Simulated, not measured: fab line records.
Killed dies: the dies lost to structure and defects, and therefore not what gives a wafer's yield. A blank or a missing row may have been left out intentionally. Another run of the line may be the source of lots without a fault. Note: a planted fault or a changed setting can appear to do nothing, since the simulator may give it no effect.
fab line records | flow n5Finfet
[record] lots = 7 | wafers = 21
route steps=1938 shown ZERO_LAYER@9 FIN_SAQP@125 FIN_CUT@156 DUMMY_GATE@221 SD_EPI_N@288
startH: the number of hours between the record's first day and the start of the first shown wafer of the lot | waitH: hours since the lot's step before | " as in the row above | L1.1+2: a row that stands for several wafers | - no value present, or no start provided | * or withheld: withheld | < > ~ a bound
route shown NAME@n: a module of which the file shows steps, and the number in the route of the first | usual: mean and standard deviation over wafers with no fault | same: alike in all rows | chamber/n: place in a boat | sites: readings site by site | _std_site: standard deviation across them | _edge_site: outer sites' mean less inner sites' | radiusMm: how far each site lies from the wafer's centre | mask NAME#n: copy n | behind: the most recent tool/chamber to have shaped the wafer | hold: what put the lot on hold/how long, in hours/how the hold closed | device: which transistor (n, p or np) failed to switch | end of line: tests of these same wafers at the route's end | for a step that has no rows: nothing shown but its recipe | killed: dies that structure and defects cost at the first sort, which is not the same as the wafer's yield | map: dies across one wafer; x = killed, . = not, _ = none there
set.NAME: the setting the step ran with; set.NAME@STEP: the setting that earlier step ran with | model.NAME: the simulator's own value behind a step, which no gauge read
one table per step and one row per wafer, for lots whose settings were changed on purpose
[[steps]]
[step N5_ZERO_LAYER_EXPOSE_08]
[recipe] maskId = ZERO | na = 0.55 | sourceShape = conventional | sigmaOuter = 0.8 | polarization = unpolarized | defocusNm = 0 | targetCdNm = 2000 | doseMj = 16.2
lot.wafer  | tool          | chamber | startH | waitH | mask   | set.doseMj
L076.2     | krfScanner-01 | 0       | 24.49  | -     | ZERO#0 | 15.47
L076.5+6   | "             | 0       | "      | "     | ZERO#0 | 16.2
L079.1+2+3 | krfScanner-01 | 0       | 42.49  | -     | ZERO#0 | 16.2
L080.1+3+6 | krfScanner-01 | 0       | 48.52  | -     | ZERO#0 | 16.2
L083.4+5   | krfScanner-02 | 0       | 66.61  | -     | ZERO#0 | 16.2
L083.6     | "             | 0       | "      | "     | ZERO#0 | 15.53
L086.2     | krfScanner-01 | 0       | 84.48  | -     | ZERO#0 | 16.2
L086.3+4   | "             | 0       | "      | "     | ZERO#0 | 17.31
L091.1+3   | krfScanner-01 | 0       | 114.59 | -     | ZERO#0 | 16.87
L091.2     | "             | 0       | "      | "     | ZERO#0 | 16.2
L092.3+4+5 | krfScanner-02 | 0       | 120.60 | -     | ZERO#0 | 16.2
[step N5_ZERO_LAYER_DEVELOP_10]
[recipe] developTimeS = 60 | rinseLiquid = diw | dry = airSpin | devTempC = 21
lot.wafer  | tool          | chamber | startH | waitH | set.developTimeS
L076.2+5   | lithoTrack-02 | 0       | -      | -     | 52.9
L076.6     | "             | 0       | "      | "     | 60
L079.1     | lithoTrack-05 | 0       | -      | -     | 60
L079.2+3   | "             | 0       | "      | "     | 50.63
L080.1+3+6 | lithoTrack-02 | 0       | -      | -     | 60
L083.4+5+6 | lithoTrack-04 | 0       | -      | -     | 60
L086.2     | lithoTrack-02 | 0       | -      | -     | 60
L086.3+4   | "             | 0       | "      | "     | 54.97
L091.1+3   | lithoTrack-02 | 0       | -      | -     | 60
L091.2     | "             | 0       | "      | "     | 70.39
L092.3+4+5 | lithoTrack-02 | 0       | -      | -     | 60
[step N5_ZERO_LAYER_HARDBAKE_23]
[recipe] tempC = 130 | timeS = 120
[step N5_ZERO_LAYER_CD_MEAS_11]
[recipe] targetCdNm = 2000 | landingEnergyEv = 500 | detector = seInlens
[usual] cdNm = 2000.3/1.8
lot.wafer | tool     | chamber | startH | waitH | set.doseMj@ZERO_LAYER_EXPOSE_08 | cdNm
L076.2    | cdSem-03 | 0       | 24.67  | -     | 15.47                           | 1988.8
L076.5    | "        | 0       | "      | "     | 16.2                            | 1997.8
L076.6    | "        | 0       | "      | "     | 16.2                            | 2000.8
L079.1    | cdSem-03 | 0       | 42.66  | -     | 16.2                            | 2001.2
L079.2    | "        | 0       | "      | "     | 16.2                            | 1992.4
L079.3    | "        | 0       | "      | "     | 16.2                            | 1996.2
L080.1    | cdSem-01 | 0       | 48.70  | -     | 16.2                            | 2003.4
L080.3    | "        | 0       | "      | "     | 16.2                            | 2000.1
L080.6    | "        | 0       | "      | "     | 16.2                            | 1998.4
L083.4    | cdSem-01 | 0       | 66.77  | -     | 16.2                            | 2000.1
L083.5    | "        | 0       | "      | "     | 16.2                            | 2001.0
L083.6    | "        | 0       | "      | "     | 15.53                           | 1993.4
L086.2    | cdSem-01 | 0       | 84.65  | -     | 16.2                            | 1998.4
L086.3    | "        | 0       | "      | "     | 17.31                           | 2009.5
L086.4    | "        | 0       | "      | "     | 17.31                           | 2013.4
L091.1    | cdSem-02 | 0       | 114.77 | -     | 16.87                           | 2008.0
L091.2    | "        | 0       | "      | "     | 16.2                            | 2003.1
L091.3    | "        | 0       | "      | "     | 16.87                           | 2010.1
L092.3    | cdSem-02 | 0       | 120.77 | -     | 16.2                            | 1998.4
L092.4    | "        | 0       | "      | "     | 16.2                            | 1999.7
L092.5    | "        | 0       | "      | "     | 16.2                            | 1999.7
[step N5_ZERO_LAYER_DESCUM_16]
[recipe] chemistry = O2 | timeS = 7.9 | sourcePowerW = 50 | biasPowerW = 20 | pressureMtorr = 20 | rfFrequencyHz = 2.712e+07 | tempC = 40 | o2FlowSccm = 225
lot.wafer | tool       | chamber | startH | waitH | set.doseMj@ZERO_LAYER_EXPOSE_08 | model.ZERO_LAYER.cdNm
L076.2    | rieDiel-02 | 2       | 24.70  | 0.0   | 15.47                           | 1988
L076.5    | "          | 3       | "      | "     | 16.2                            | 1998
L076.6    | "          | 2       | "      | "     | 16.2                            | 2000
L079.1    | rieDiel-01 | 0       | 42.76  | 0.1   | 16.2                            | 2001
L079.2    | "          | 3       | "      | "     | 16.2                            | 1992
L079.3    | "          | 2       | "      | "     | 16.2                            | 1996
L080.1    | rieDiel-02 | 0       | 48.85  | 0.2   | 16.2                            | -
L080.3    | "          | 2       | "      | "     | 16.2                            | 2000
L080.6    | "          | 1       | "      | "     | 16.2                            | 1999
L083.4+5  | rieDiel-05 | 1,0     | 66.80  | 0.0   | 16.2                            | 2001
L083.6    | "          | 3       | "      | "     | 15.53                           | 1993
L086.2    | rieDiel-01 | 1       | 84.69  | 0.0   | 16.2                            | 1998
L086.3    | "          | 2       | "      | "     | 17.31                           | 2010
L086.4    | "          | 1       | "      | "     | 17.31                           | 2013
L091.1    | rieDiel-05 | 2       | 114.81 | 0.0   | 16.87                           | 2008
L091.2    | "          | 3       | "      | "     | 16.2                            | 2003
L091.3    | "          | 1       | "      | "     | 16.87                           | 2010
L092.3+5  | rieDiel-01 | 2,0     | 121.03 | 0.3   | 16.2                            | 1999
L092.4    | "          | 0       | "      | "     | 16.2                            | 2000
[step N5_FIN_SAQP_SPACER1_ALD_24]
[recipe] material = SiO2 | targetThkA = 203 | tempC = 300 | aldPrecursorFamily = BDEAS | aldCoReactant = O2-plasma | pulseTimeS = 1 | purgeTimeS = 2 | coReactantPurgeTimeS = 2 | aldCycles = 218 | pressureTorr = 2
lot.wafer  | tool      | chamber | startH | waitH | set.aldCycles | model.SiO2_of_FIN_SAQP_SPACER1_ALD_24.thkNm
L076.2+5   | aldSin-02 | 0,1     | 35.66  | 0.3   | 218           | 20.4
L076.6     | "         | 2       | "      | "     | 195           | 18.2
L079.1+2   | aldSin-01 | 2,3     | 54.55  | 1.7   | 218           | 20.2
L079.3     | "         | 1       | "      | "     | 230           | 21.4
L080.1+6   | aldSin-01 | 2,0     | 60.24  | 0.7   | 218           | 20.4
L080.3     | "         | 1       | "      | "     | 244           | 22.8
L083.4+5   | aldSin-03 | 0,3     | 77.49  | 0.3   | 218           | 20.4
L083.6     | "         | 2       | "      | "     | 218           | 20.2
L086.2+3   | aldSin-02 | 1,0     | 96.99  | 1.7   | 198           | 18.6
L086.4     | "         | 2       | "      | "     | 218           | 20.4
L091.1+2+3 | aldSin-02 | 3,0,1   | 125.11 | 0.6   | 218           | 20.4
L092.3+4+5 | aldSin-02 | 2,0,0   | 131.99 | 0.4   | 218           | 20.4
[step N5_FIN_SAQP_SPACER1_ETCHBACK_25]
[recipe] chemistry = CHF3/O2 | mode = anisotropicEtchback | target = SiO2 | targetDepthA = 244 | timeS = 12.2 | pressureMtorr = 30 | sourceW = 650 | biasW = 170 | Ar_flow_sccm = 200 | CHF3_flow_sccm = 50 | O2_flow_sccm = 5 | ionEnergyEv = 200
[step N5_FIN_SAQP_MANDREL1_REMOVE_56]
[recipe] chemistry = HBr/Cl2/O2 | btTimeS = 10 | target = a-Si | stopOn = SiNx | endpoint = OES-SiCl | overEtchFrac = 1 | icpW = 600 | biasW = 22 | HBr_flow_sccm = 150 | Cl2_flow_sccm = 80 | O2_flow_sccm = 5 | pressureMtorr = 10
lot.wafer | tool     | chamber | startH | waitH | set.aldCycles@FIN_SAQP_SPACER1_ALD_24 | model.FIN_SAQP.cdNm
L076.2    | rieSi-03 | 3       | 36.47  | 0.1   | 218                                   | 20.4
L076.5    | "        | 1       | "      | "     | 218                                   | 20.2
L076.6    | "        | 2       | "      | "     | 195                                   | 18
L079.1+2  | rieSi-03 | 1,0     | 55.40  | 0.1   | 218                                   | 20.2
L079.3    | "        | 2       | "      | "     | 230                                   | 21.4
L080.1+6  | rieSi-04 | 1       | 61.10  | 0.1   | 218                                   | 20.4
L080.3    | "        | 3       | "      | "     | 244                                   | 22.8
L083.4+5  | rieSi-02 | 3,1     | 78.29  | 0.1   | 218                                   | 20.4
L083.6    | "        | 2       | "      | "     | 218                                   | 20.6
L086.2    | rieSi-02 | 2       | 97.87  | 0.1   | 198                                   | 18.6
L086.3    | "        | 3       | "      | "     | 198                                   | 18.8
L086.4    | "        | 0       | "      | "     | 218                                   | 20.6
L091.1+2  | rieSi-03 | 3,2     | 125.92 | 0.1   | 218                                   | 20.6
L091.3    | "        | 0       | "      | "     | 218                                   | 20.4
L092.3    | rieSi-02 | 0       | 132.80 | 0.1   | 218                                   | 20.4
L092.4+5  | "        | 2       | "      | "     | 218                                   | 20.6
[step N5_FIN_SAQP_CD_MEAS_27]
[recipe] targetCdNm = 20 | landingEnergyEv = 1000 | detector = seInlens | polarity = line
[usual] cdNm = 20.36/0.23
lot.wafer | tool     | chamber | startH | waitH | set.aldCycles@FIN_SAQP_SPACER1_ALD_24 | cdNm
L076.2    | cdSem-01 | 0       | 36.58  | 0.1   | 218                                   | 20.63
L076.5    | "        | 0       | "      | "     | 218                                   | 20.15
L076.6    | "        | 0       | "      | "     | 195                                   | 17.74
L079.1    | cdSem-02 | 0       | 55.51  | 0.1   | 218                                   | 19.99
L079.2    | "        | 0       | "      | "     | 218                                   | 20.69
L079.3    | "        | 0       | "      | "     | 230                                   | 21.68
L080.1    | cdSem-03 | 0       | 61.21  | 0.1   | 218                                   | 20.23
L080.3    | "        | 0       | "      | "     | 244                                   | 22.84
L080.6    | "        | 0       | "      | "     | 218                                   | 20.46
L083.4    | cdSem-03 | 0       | 78.41  | 0.1   | 218                                   | 20.43
L083.5    | "        | 0       | "      | "     | 218                                   | 20.03
L083.6    | "        | 0       | "      | "     | 218                                   | 20.61
L086.2    | cdSem-02 | 0       | 97.98  | 0.1   | 198                                   | 18.47
L086.3    | "        | 0       | "      | "     | 198                                   | 19.06
L086.4    | "        | 0       | "      | "     | 218                                   | 20.49
L091.1    | cdSem-02 | 0       | 126.03 | 0.1   | 218                                   | 20.23
L091.2    | "        | 0       | "      | "     | 218                                   | 20.35
L091.3    | "        | 0       | "      | "     | 218                                   | 20.64
L092.3    | cdSem-03 | 0       | 132.92 | 0.1   | 218                                   | 20.40
L092.4    | "        | 0       | "      | "     | 218                                   | 20.31
L092.5    | "        | 0       | "      | "     | 218                                   | 20.49
[step N5_FIN_SAQP_COAT_68]
[recipe] resist = SOC | tempC = 250 | timeS = 60 | spinRpm = 1500 | resistThkNm = 100
lot.wafer | tool          | chamber | startH | waitH | set.spinRpm | model.SOC_of_FIN_SAQP_COAT_68.thkNm
L076.2    | lithoTrack-04 | 0       | 37.25  | 0.3   | 1500        | 100.2
L076.5+6  | "             | 0       | "      | "     | 1500        | 100.6
L079.1    | lithoTrack-01 | 0       | 56.53  | 0.6   | 1500        | 99.6
L079.2    | "             | 0       | "      | "     | 1500        | 100.2
L079.3    | "             | 0       | "      | "     | 1452        | 101.4
L080.1    | lithoTrack-01 | 0       | 61.93  | 0.3   | 1500        | 100.2
L080.3    | "             | 0       | "      | "     | 1625        | 96.2
L080.6    | "             | 0       | "      | "     | 1625        | 96.4
L083.4    | lithoTrack-01 | 0       | 79.43  | 0.3   | 1500        | 100.2
L083.5+6  | "             | 0       | "      | "     | 1334        | 106.6
L086.2+4  | lithoTrack-04 | 0       | 98.64  | 0.3   | 1621        | 96
L086.3    | "             | 0       | "      | "     | 1500        | 100
L091.1    | lithoTrack-05 | 0       | 127.05 | 0.6   | 1500        | 100.4
L091.2    | "             | 0       | "      | "     | 1500        | 100.2
L091.3    | "             | 0       | "      | "     | 1650        | 95.8
L092.3+4  | lithoTrack-05 | 0       | 133.66 | 0.2   | 1500        | 100.2
L092.5    | "             | 0       | "      | "     | 1500        | 100
[step N5_FIN_CUT_COAT_29]
[recipe] resist = underlayer | tempC = 205 | timeS = 60 | spinRpm = 1500 | resistThkNm = 10
lot.wafer  | tool          | chamber | startH | waitH | set.spinRpm
L076.2+5+6 | lithoTrack-01 | 0       | -      | -     | 1500
L079.1     | lithoTrack-02 | 0       | -      | -     | 1390
L079.2+3   | "             | 0       | "      | "     | 1500
L080.1     | lithoTrack-02 | 0       | -      | -     | 1425
L080.3+6   | "             | 0       | "      | "     | 1500
L083.4+5   | lithoTrack-01 | 0       | -      | -     | 1500
L083.6     | "             | 0       | "      | "     | 1609
L086.2+3   | lithoTrack-03 | 0       | -      | -     | 1500
L086.4     | "             | 0       | "      | "     | 1574
L091.1+3   | lithoTrack-02 | 0       | -      | -     | 1570
L091.2     | "             | 0       | "      | "     | 1500
L092.3+4+5 | lithoTrack-01 | 0       | -      | -     | 1500
[step N5_FIN_CUT_COAT_02]
[recipe] resist = CAR-EUV | spinRpm = 1500 | resistThkNm = 30
[step N5_FIN_CUT_EBR_04]
[recipe] solvent = PGMEA | ebrWidthMm = 1.5
[step N5_FIN_CUT_DESCUM_13]
[recipe] chemistry = O2 | timeS = 7 | sourcePowerW = 50 | biasPowerW = 20 | pressureMtorr = 20 | rfFrequencyHz = 2.712e+07 | tempC = 40 | resist = CAR-EUV | o2FlowSccm = 225
[step N5_FIN_CUT_ETCH_30]
[recipe] chemistry = N2/H2 | target = underlayer | targetDepthA = 130 | maskMaterial = CAR-EUV | timeS = 10.4 | ionEnergyEv = 200 | pressureMtorr = 30 | sourceW = 840 | biasW = 150 | n2FlowSccm = 200 | h2FlowSccm = 200 | ends = cleared
lot.wafer | tool       | chamber | startH | waitH | set.spinRpm@FIN_CUT_COAT_29 | model.etch.depthNm
L076.2    | rieDiel-05 | 1       | 39.20  | 0.0   | 1500                        | 10.01
L076.5    | "          | 0       | "      | "     | 1500                        | 9.996
L076.6    | "          | 1       | "      | "     | 1500                        | 10.02
L079.1    | rieDiel-01 | 2       | 58.96  | 0.0   | 1390                        | 10.39
L079.2    | "          | 1       | "      | "     | 1500                        | 10
L079.3    | "          | 0       | "      | "     | 1500                        | 10.02
L080.1    | rieDiel-02 | 1       | 64.47  | 0.0   | 1425                        | 10.25
L080.3    | "          | 0       | "      | "     | 1500                        | 9.992
L080.6    | "          | 1       | "      | "     | 1500                        | 9.998
L083.4    | rieDiel-01 | 1       | 81.61  | 0.0   | 1500                        | 10.04
L083.5    | "          | 2       | "      | "     | 1500                        | 9.987
L083.6    | "          | 0       | "      | "     | 1609                        | 9.705
L086.2    | rieDiel-01 | 0       | 102.55 | 0.0   | 1500                        | 10.02
L086.3    | "          | 2       | "      | "     | 1500                        | 9.987
L086.4    | "          | 1       | "      | "     | 1574                        | 9.756
L091.1    | rieDiel-01 | 0       | 129.10 | 0.0   | 1570                        | 9.782
L091.2    | "          | 2       | "      | "     | 1500                        | 10.01
L091.3    | "          | 3       | "      | "     | 1570                        | 9.73
L092.3    | rieDiel-05 | 1       | 136.02 | 0.0   | 1500                        | 10.03
L092.4+5  | "          | 2,1     | "      | "     | 1500                        | 10.02
[step N5_FIN_CUT_ETCH_20]
[recipe] chemistry = CF4 | target = SiARC | targetDepthA = 260 | maskMaterial = CAR-EUV | timeS = 43.3 | ionEnergyEv = 80 | pressureMtorr = 40 | sourceW = 545 | biasW = 36 | Ar_flow_sccm = 100 | cf4FlowSccm = 100 | ends = cleared
lot.wafer  | tool       | chamber | startH | waitH | set.spinRpm@FIN_CUT_COAT_29 | model.underlayer_of_FIN_CUT_COAT_29.thkNm
L076.2+5+6 | rieDiel-05 | 1,0,1   | 39.22  | 0.0   | 1500                        | 9.2
L079.1     | rieDiel-01 | 2       | 58.98  | 0.0   | 1390                        | 9.6
L079.2+3   | "          | 1,0     | "      | "     | 1500                        | 9.2
L080.1     | rieDiel-02 | 1       | 64.49  | 0.0   | 1425                        | 9.6
L080.3+6   | "          | 0,1     | "      | "     | 1500                        | 9.2
L083.4     | rieDiel-01 | 1       | 81.64  | 0.0   | 1500                        | 9.4
L083.5     | "          | 2       | "      | "     | 1500                        | 9.2
L083.6     | "          | 0       | "      | "     | 1609                        | 9
L086.2     | rieDiel-01 | 0       | 102.57 | 0.0   | 1500                        | 9.4
L086.3     | "          | 2       | "      | "     | 1500                        | 9.2
L086.4     | "          | 1       | "      | "     | 1574                        | 9
L091.1+3   | rieDiel-01 | 0,3     | 129.12 | 0.0   | 1570                        | 9
L091.2     | "          | 2       | "      | "     | 1500                        | 9.2
L092.3+5   | rieDiel-05 | 1       | 136.04 | 0.0   | 1500                        | 9.4
L092.4     | "          | 2       | "      | "     | 1500                        | 9.2
[step N5_DUMMY_GATE_PECVD_30]
[recipe] material = SiO2 | targetThkA = 550 | tempC = 400 | precursor = TEOS/O2 | pressureTorr = 6.5 | rfW = withheld | teosFlowSccm = withheld | gas = O2 | flowSccm = 2650 | timeS = 10.8
lot.wafer | tool     | chamber | startH | waitH | set.timeS | model.SiO2_of_DUMMY_GATE_PECVD_30.thkNm
L076.2    | pecvd-03 | 0       | 57.74  | 0.0   | 10.8      | 54.8
L076.5    | "        | 2       | "      | "     | 10.8      | 55
L076.6    | "        | 1       | "      | "     | 10.8      | 56
L079.1    | pecvd-01 | 2       | 78.65  | 0.0   | 12.16     | 60.8
L079.2    | "        | 1       | "      | "     | 10.8      | 54.2
L079.3    | "        | 0       | "      | "     | 10.8      | 53.8
L080.1+3  | pecvd-04 | 0,1     | 83.10  | 0.0   | 10.8      | 54.6
L080.6    | "        | 1       | "      | "     | 10.8      | 55.6
L083.4+5  | pecvd-04 | 0,2     | 100.90 | 0.1   | 10.8      | 56.6
L083.6    | "        | 1       | "      | "     | 10.8      | 55.8
L086.2    | pecvd-04 | 0       | 120.66 | 0.0   | 9.557     | 49
L086.3    | "        | 2       | "      | "     | 10.8      | 55.2
L086.4    | "        | 0       | "      | "     | 10.8      | 55.4
L091.1    | pecvd-04 | 2       | 149.35 | 0.0   | 10.8      | 55.8
L091.2    | "        | 0       | "      | "     | 10.8      | 54.6
L091.3    | "        | 1       | "      | "     | 10.8      | 54.4
L092.3    | pecvd-03 | 1       | 156.06 | 0.0   | 10.8      | 54.8
L092.4    | "        | 1       | "      | "     | 10.8      | 55.4
L092.5    | "        | 0       | "      | "     | 10.8      | 55.2
[step N5_DUMMY_GATE_COAT_28]
[recipe] resist = underlayer | tempC = 205 | timeS = 60 | spinRpm = 1500 | resistThkNm = 10
lot.wafer  | tool          | chamber | startH | waitH | set.spinRpm | model.underlayer_of_DUMMY_GATE_COAT_28.thkNm
L076.2     | lithoTrack-05 | 0       | -      | -     | 1500        | 10
L076.5+6   | "             | 0       | "      | "     | 1385        | 10.4
L079.1+3   | lithoTrack-05 | 0       | -      | -     | 1333        | 10.6
L079.2     | "             | 0       | "      | "     | 1500        | 10
L080.1+3   | lithoTrack-04 | 0       | -      | -     | 1500        | 10
L080.6     | "             | 0       | "      | "     | 1353        | 10.4
L083.4+5+6 | lithoTrack-05 | 0       | -      | -     | 1549        | 9.8
L086.2+3   | lithoTrack-04 | 0       | -      | -     | 1500        | 10
L086.4     | "             | 0       | "      | "     | 1602        | 9.6
L091.1+2+3 | lithoTrack-05 | 0       | -      | -     | 1500        | 10
L092.3+4+5 | lithoTrack-05 | 0       | -      | -     | 1500        | 10
[step N5_DUMMY_GATE_COAT_09]
[recipe] resist = CAR-EUV | spinRpm = 1500 | resistThkNm = 30
[step N5_DUMMY_GATE_EBR_11]
[recipe] solvent = PGMEA | ebrWidthMm = 1.5
[step N5_DUMMY_GATE_ETCH_31]
[recipe] chemistry = C4F6/O2 | target = SiO2 | maskMaterial = SOC | targetDepthA = 825 | timeS = 27.5 | ionEnergyEv = 250 | pressureMtorr = 30 | sourceW = 345 | biasW = 185 | Ar_flow_sccm = 300 | C4F6_flow_sccm = 10 | O2_flow_sccm = 10
[step N5_DUMMY_GATE_STRIP_41]
[recipe] chemistry = O2 | powerW = 400 | tempC = 40 | pressureMtorr = 30 | rfFrequencyHz = 6e+07 | biasPowerW = 0 | overashFraction = 0.3 | o2FlowSccm = 225
[step N5_DUMMY_GATE_HM_OPEN_21]
[recipe] chemistry = CH3F/O2 | target = SiNx | targetDepthA = 1200 | Ar_flow_sccm = 150 | CH3F_flow_sccm = 30 | O2_flow_sccm = 23 | timeS = 171.4 | pressureMtorr = 30 | sourceW = 395 | biasW = 73 | ionEnergyEv = 120.7
lot.wafer | tool       | chamber | startH | waitH | set.timeS@DUMMY_GATE_PECVD_30 | model.SiO2_of_DUMMY_GATE_PECVD_30.thkNm
L076.2+5  | rieDiel-02 | 2,0     | 59.01  | 0.0   | 10.8                          | 44.8
L076.6    | "          | 1       | "      | "     | 10.8                          | 46
L079.1    | rieDiel-02 | 2       | 79.84  | 0.0   | 12.16                         | 50.8
L079.2    | "          | 3       | "      | "     | 10.8                          | 44.6
L079.3    | "          | 1       | "      | "     | 10.8                          | 43.8
L080.1+3  | rieDiel-01 | 0,1     | 84.17  | 0.0   | 10.8                          | 44.8
L080.6    | "          | 2       | "      | "     | 10.8                          | 45.6
L083.4    | rieDiel-02 | 0       | 101.95 | 0.0   | 10.8                          | 46.4
L083.5    | "          | 3       | "      | "     | 10.8                          | 47
L083.6    | "          | 0       | "      | "     | 10.8                          | 45.6
L086.2    | rieDiel-05 | 3       | 121.82 | 0.0   | 9.557                         | 38.8
L086.3    | "          | 1       | "      | "     | 10.8                          | 45.4
L086.4    | "          | 2       | "      | "     | 10.8                          | 45.8
L091.1    | rieDiel-01 | 3       | 150.34 | 0.0   | 10.8                          | 46
L091.2    | "          | 2       | "      | "     | 10.8                          | 44.8
L091.3    | "          | 0       | "      | "     | 10.8                          | 44.4
L092.3+5  | rieDiel-05 | 2,3     | 157.31 | 0.0   | 10.8                          | 45
L092.4    | "          | 0       | "      | "     | 10.8                          | 45.2
[step N5_DUMMY_GATE_ETCH_32]
[recipe] chemistry = CF4 | target = SiO2 | targetDepthA = 35 | timeS = 3.9 | ionEnergyEv = 350 | pressureMtorr = 10 | icpW = 800 | biasW = 400 | cf4FlowSccm = 80
[step N5_DUMMY_GATE_ETCH_23]
[recipe] chemistry = HBr/Cl2/O2 | HBr_flow_sccm = 150 | Cl2_flow_sccm = 80 | O2_flow_sccm = 12 | biasW = 102 | targetDepthA = 410 | timeS = 22.3 | target = poly-Si | maskMaterial = SiO2 | pressureMtorr = 10 | icpW = 800
[step N5_DUMMY_GATE_ETCH_44]
[recipe] chemistry = HBr/O2 | overEtchFrac = 0.7 | targetDepthA = 1275 | stopOn = SiO2 | ionEnergyEv = 60 | biasW = 20 | target = poly-Si | maskMaterial = SiO2 | pressureMtorr = 20 | icpW = 400 | HBr_flow_sccm = 120 | O2_flow_sccm = 10
lot.wafer | tool     | chamber | startH | waitH | set.timeS@DUMMY_GATE_PECVD_30 | model.SiO2_of_DUMMY_GATE_PECVD_30.thkNm
L076.2    | rieSi-06 | 0       | 59.26  | 0.0   | 10.8                          | 37.8
L076.5    | "        | 1       | "      | "     | 10.8                          | 37.6
L076.6    | "        | 0       | "      | "     | 10.8                          | 39
L079.1    | rieSi-06 | 2       | 80.09  | 0.0   | 12.16                         | 43.8
L079.2    | "        | 3       | "      | "     | 10.8                          | 37.6
L079.3    | "        | 0       | "      | "     | 10.8                          | 36.8
L080.1+3  | rieSi-06 | 0,3     | 84.42  | 0.0   | 10.8                          | 38
L080.6    | "        | 0       | "      | "     | 10.8                          | 38.8
L083.4    | rieSi-06 | 1       | 102.21 | 0.0   | 10.8                          | 39.2
L083.5    | "        | 2       | "      | "     | 10.8                          | 40
L083.6    | "        | 1       | "      | "     | 10.8                          | 38.4
L086.2    | rieSi-05 | 0       | 122.07 | 0.0   | 9.557                         | 31.8
L086.3    | "        | 3       | "      | "     | 10.8                          | 38.6
L086.4    | "        | 2       | "      | "     | 10.8                          | 38.8
L091.1    | rieSi-05 | 1       | 150.59 | 0.0   | 10.8                          | 39
L091.2    | "        | 2       | "      | "     | 10.8                          | 37.8
L091.3    | "        | 0       | "      | "     | 10.8                          | 37.4
L092.3+5  | rieSi-05 | 2,3     | 157.56 | 0.0   | 10.8                          | 38.2
L092.4    | "        | 3       | "      | "     | 10.8                          | 38.4
[step N5_SD_EPI_N_EPI_21]
[recipe] material = Si:P | dopant = P | tempC = 680 | pressureTorr = 255 | timeS = 690
lot.wafer | tool        | chamber | startH | waitH | set.timeS | model.Si-P_of_SD_EPI_N_EPI_21.thkNm
L076.2+5  | epiRpcvd-03 | 0       | 63.04  | 0.4   | 690       | 60
L076.6    | "           | 0       | 64.16  | 1.4   | 690       | 60.2
L079.1+2  | epiRpcvd-02 | 0       | 84.67  | 0.2   | 690       | 60.2
L079.3    | "           | 0       | "      | "     | 690       | 60.4
L080.1+3  | epiRpcvd-03 | 0       | 87.76  | 0.2   | 642.1     | 56
L080.6    | "           | 0       | 89.62  | 1.9   | 690       | 58.8
L083.4    | epiRpcvd-03 | 0       | 106.85 | 0.9   | 626.5     | 56.2
L083.5    | "           | 0       | "      | "     | 690       | 59.4
L083.6    | "           | 0       | "      | "     | 626.5     | 55.4
L086.2    | epiRpcvd-02 | 0       | 125.67 | 0.4   | 690       | 59.6
L086.3    | "           | 0       | "      | "     | 690       | 60
L086.4    | "           | 0       | "      | "     | 690       | 59.8
L091.1    | epiRpcvd-01 | 0       | 153.64 | 0.1   | 690       | 59.4
L091.2    | "           | 0       | "      | "     | 617.3     | 55
L091.3    | "           | 0       | "      | "     | 617.3     | 54.2
L092.3    | epiRpcvd-01 | 0       | 161.73 | 0.7   | 690       | 58.6
L092.4    | "           | 0       | "      | "     | 690       | 58
L092.5    | "           | 0       | "      | "     | 690       | 58.2
[[key]]
[split] step = N5_ZERO_LAYER_EXPOSE_08 | setting = doseMj | stated = 16.2 | by = wafer
[response] step = N5_ZERO_LAYER_CD_MEAS_11 | reading = cdNm | change = +1.88 | per = 1% | r = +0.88
[response] step = N5_ZERO_LAYER_DESCUM_16 | reading = model.ZERO_LAYER.cdNm | change = +1.93 | per = 1% | r = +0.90
[split] step = N5_ZERO_LAYER_DEVELOP_10 | setting = developTimeS | stated = 60 | by = wafer
response none clear
[split] step = N5_FIN_SAQP_SPACER1_ALD_24 | setting = aldCycles | stated = 218 | by = wafer
[response] step = N5_FIN_SAQP_SPACER1_ALD_24 | reading = model.SiO2_of_FIN_SAQP_SPACER1_ALD_24.thkNm | change = +0.204 | per = 1% | r = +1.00
[response] step = N5_FIN_SAQP_MANDREL1_REMOVE_56 | reading = model.FIN_SAQP.cdNm | change = +0.209 | per = 1% | r = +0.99
[response] step = N5_FIN_SAQP_CD_MEAS_27 | reading = cdNm | change = +0.22 | per = 1% | r = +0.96
[split] step = N5_FIN_SAQP_COAT_68 | setting = spinRpm | stated = 1500 | by = wafer
[response] step = N5_FIN_SAQP_COAT_68 | reading = model.SOC_of_FIN_SAQP_COAT_68.thkNm | change = -0.505 | per = 1% | r = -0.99
[split] step = N5_FIN_CUT_COAT_29 | setting = spinRpm | stated = 1500 | by = wafer
[response] step = N5_FIN_CUT_ETCH_30 | reading = model.etch.depthNm | change = -0.0492 | per = 1% | r = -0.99
[response] step = N5_FIN_CUT_ETCH_20 | reading = model.underlayer_of_FIN_CUT_COAT_29.thkNm | change = -0.0536 | per = 1% | r = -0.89
[split] step = N5_DUMMY_GATE_PECVD_30 | setting = timeS | stated = 10.8 | by = wafer
[response] step = N5_DUMMY_GATE_PECVD_30 | reading = model.SiO2_of_DUMMY_GATE_PECVD_30.thkNm | change = +0.543 | per = 1% | r = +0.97
[response] step = N5_DUMMY_GATE_HM_OPEN_21 | reading = model.SiO2_of_DUMMY_GATE_PECVD_30.thkNm | change = +0.554 | per = 1% | r = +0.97
[response] step = N5_DUMMY_GATE_ETCH_44 | reading = model.SiO2_of_DUMMY_GATE_PECVD_30.thkNm | change = +0.558 | per = 1% | r = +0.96
[split] step = N5_DUMMY_GATE_COAT_28 | setting = spinRpm | stated = 1500 | by = wafer
[response] step = N5_DUMMY_GATE_COAT_28 | reading = model.underlayer_of_DUMMY_GATE_COAT_28.thkNm | change = -0.0504 | per = 1% | r = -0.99
[split] step = N5_SD_EPI_N_EPI_21 | setting = timeS | stated = 690 | by = wafer
[response] step = N5_SD_EPI_N_EPI_21 | reading = model.Si-P_of_SD_EPI_N_EPI_21.thkNm | change = +0.423 | per = 1% | r = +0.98
